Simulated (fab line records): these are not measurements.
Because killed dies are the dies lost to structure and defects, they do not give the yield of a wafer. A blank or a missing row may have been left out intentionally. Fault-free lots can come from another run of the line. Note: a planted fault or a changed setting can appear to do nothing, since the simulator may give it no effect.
Struck lot and sound lot, side by side -- flow n5Finfet -- 20 out of 1938 route steps
Sound: the wafers L616.1, L616.2, L616.3. Struck: wafer L628.2. (L628.4 of the same lot was not struck and is left out.) The cause comes at the end.
Each step with rows lists, per side, the tool, then ch with its chambers, then its first start. Under that, the readings that differ: sound wafers -- struck wafers -- difference of the means -- sigmas: that difference in standard deviations of wafers without a fault.
alike: readings with means less than 2 such deviations apart, plus words and numbers identical on both sides. not compared: withheld readings, readings lacking a value on some wafer, bounds such as >300 that could conceal the same value, and numbers that have no deviation in the record and whose values overlap.
A row with sigmas, a row that says differs or no value, or rows on one side alone: a step with any of these is where the two part. When numbers do not overlap yet have no deviation, they are printed without sigmas and do not part them. A reading missing from all wafers of one side parts the sides only when that side holds two or more wafers.

first, 6 steps without rows for these wafers: N5_BEOL_M4_COAT_05 (resist thk 30 nm); N5_BEOL_M4_EBR_07; N5_BEOL_M4_SOFTBAKE_06 (time 60 s); N5_BEOL_M4_EXPOSE_08 (exposes mask M4); N5_BEOL_M4_PEB_09 (peb time 60 s); N5_BEOL_M4_DEVELOP_10 (develop time 30 s).
N5_BEOL_M4_CD_MEAS_11: the cd target is 16.79 nm.
  sound on cdSem-01 ch 0, day 11 02:37; struck on cdSem-02 ch 0, day 13 13:55
  alike: cdNm
N5_BEOL_M4_OVL_MEAS_12:
  sound on overlay-01 ch 0, day 11 02:39; struck on overlay-02 ch 0, day 13 13:56
  alike: M4_OVL
N5_BEOL_M4_INSPECT_13: inspects for defects (brightfield).
  sound: defectInspect-01 at day 11 02:43; struck: defectInspect-01 at day 13 13:59
  alike: rawDefectCount
N5_BEOL_M4_DESCUM_16: chemistry O2, time 7 s.
  sound on rieDiel-04 ch 0,2,3, day 11 03:09; struck on rieDiel-04 ch 2, day 13 14:02
  alike: drypumpMotorCurrentA, oesProductAu, rfVppV, showerheadPlenumPTorr, throttleValvePct
  not compared: rfHoursCounterH
N5_BEOL_M4_ETCH_74: etches underlayer in N2/H2, target depth 6.5 nm, time 5.2 s.
  sound on rieDiel-04 ch 0,2,3, day 11 03:11; struck on rieDiel-04 ch 2, day 13 14:04
  alike: drypumpMotorCurrentA, etchRfOnTimeS, oesProductAu, rfVppV, showerheadPlenumPTorr, throttleValvePct
  not compared: rfHoursCounterH
N5_BEOL_M4_ETCH_63: etches SiARC in CF4, target depth 15.6 nm, time 26 s.
  sound on rieDiel-04 ch 0,2,3, day 11 03:12; struck on rieDiel-04 ch 2, day 13 14:05
  alike: drypumpMotorCurrentA, etchRfOnTimeS, oesProductAu, rfVppV, showerheadPlenumPTorr, throttleValvePct
  not compared: rfHoursCounterH
N5_BEOL_M4_ETCH_64: etches SOC in N2/H2, target depth 75 nm, overetch 22.5 nm, time 121.9 s.
  sound on rieDiel-04 ch 0,2,3, day 11 03:14; struck on rieDiel-04 ch 2, day 13 14:07
reading,sound,struck,difference,sigmas
model.SiARC_of_BEOL_M4_COAT_62.thkNm (nm),6.2 6.2 6.6,5.4,-0.9,
model.BEOL_M4.cdOffsetNm (nm),0.4 0.2 0.4,0.8,+0.5,
  alike: drypumpMotorCurrentA, oesProductAu, rfVppV, showerheadPlenumPTorr, throttleValvePct
  not compared: rfHoursCounterH
then, 2 steps without rows for these wafers: N5_BEOL_M4_STRIP_65 (strips in N2/H2); N5_BEOL_M4_STRIP_75 (strips in N2/H2).
N5_BEOL_M4_STRIP_66: strips in CF4.
  sound on rieDiel-04 ch 0,2,3, day 11 03:22; struck on rieDiel-04 ch 2, day 13 14:14
  alike: drypumpMotorCurrentA, oesProductAu, rfVppV, showerheadPlenumPTorr, throttleValvePct
  not compared: rfHoursCounterH
N5_BEOL_M4_HM_OPEN_17: chemistry Cl2/BCl3, target TiN, target depth 20 nm, overetch 6 nm.
  sound on rieMetal-03 ch 0,1, day 11 03:24; struck on rieMetal-03 ch 1, day 13 14:17
reading,sound,struck,difference,sigmas
model.etch.depthNm (nm),19.74 19.5 19.78,17.74,-1.93,
  alike: drypumpMotorCurrentA, oesProductAu, throttleValvePct
  not compared: rfHoursCounterH
N5_BEOL_M4_STRIP_19: strips in O2.
  sound on rieDiel-04 ch 0,1,3, day 11 03:31; struck on rieDiel-01 ch 3, day 13 14:23
  alike: drypumpMotorCurrentA, oesProductAu, rfVppV, showerheadPlenumPTorr, throttleValvePct
  not compared: rfHoursCounterH
N5_BEOL_M4_RC_MEAS_101:
  sound on prober-02 ch 0, day 11 12:19; struck on prober-01 ch 0, day 14 09:48
reading,sound,struck,difference,sigmas
DIBL_N (mV/V),32.2 32.6 30.1,35.9,+4.3,+3
DIBL_P (mV/V),32.1 32.9 28.6,37.4,+6.2,+3
SS_N (mV/dec),70.8 70.9 70.6,72.5,+1.7,+3
  alike: IOFF_N, IOFF_P, ION_N, ION_P, SS_P, VT_N, VT_P
-- a jump in the record: the struck wafers' starts before and after are 5 days apart (it breaks off in module BEOL_M4 and resumes in module PASSIVATION, where the first step shown is number 1936 of the route) --
N5_PASSIVATION_PROBE_49:
  only the struck wafers here have rows in the record (prober-01, day 19 11:13); the sound ones have none

WHERE THEY PART
Last at N5_PASSIVATION_PROBE_49 as far as this record goes, first at N5_BEOL_M4_RC_MEAS_101.

WHY: whatever the simulator had introduced
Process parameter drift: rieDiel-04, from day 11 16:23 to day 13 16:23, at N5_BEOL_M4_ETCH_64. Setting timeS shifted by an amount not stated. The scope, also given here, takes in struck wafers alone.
